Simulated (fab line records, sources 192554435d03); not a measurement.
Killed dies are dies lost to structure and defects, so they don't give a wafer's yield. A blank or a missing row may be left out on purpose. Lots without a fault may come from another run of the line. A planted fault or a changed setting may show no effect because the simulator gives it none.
Chamber matching | flow n5_finfet | N5_ILD0_CMP_07 on cmp-04: 4 sister chambers
The step polishes SiO2 flowable, stops on poly-Si, t overpolish 1.18 s, target thk 138.88 nm. 4 wafers are shown with their chamber, then 8 later ones without.

WAFERS WITH THEIR CHAMBER
wafer  | chamber | motor_current_A (A)
L085.1 | 0       | 12.2
L085.2 | 3       | 11.3
L085.4 | 2       | 13.6
L087.3 | 1       | 13.2

WAFERS WITHOUT THEIR CHAMBER
wafer  | motor_current_A (A)
L087.5 | 11.2
L087.6 | 13.1
L093.1 | 13.2
L093.4 | 13.3
L093.6 | 12.5
L094.1 | 11.4
L094.2 | 13.3
L094.3 | 12.3

WHICH CHAMBER EACH WENT THROUGH
wafer  | from the rows above     | in truth
L087.5 | 3                       | 3
L087.6 | 1                       | 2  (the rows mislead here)
L093.1 | 1                       | 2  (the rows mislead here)
L093.4 | can't be placed: 1 or 2 | 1
L093.6 | 0                       | 0
L094.1 | 3                       | 3
L094.2 | can't be placed: 1 or 2 | 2
L094.3 | 0                       | 0
Placed correctly: 4 of 8. Can't be placed from these rows: 2 (the true chamber is among the candidates in 2). Placed wrongly: 2.
How it was worked out, from the rows above alone: a wafer's distance from a chamber is the root of the sum, over the readings, of the square of ((its reading less the chamber's mean) divided by the reading's scatter). The wafer belongs to the nearest chamber; if the next one is less than 2 further off, it can't be placed. A chamber's mean is the mean of its shown wafers. The scatter: with one shown wafer a chamber, the root of the mean of the squares of how far each hidden wafer lies from its nearest shown one.
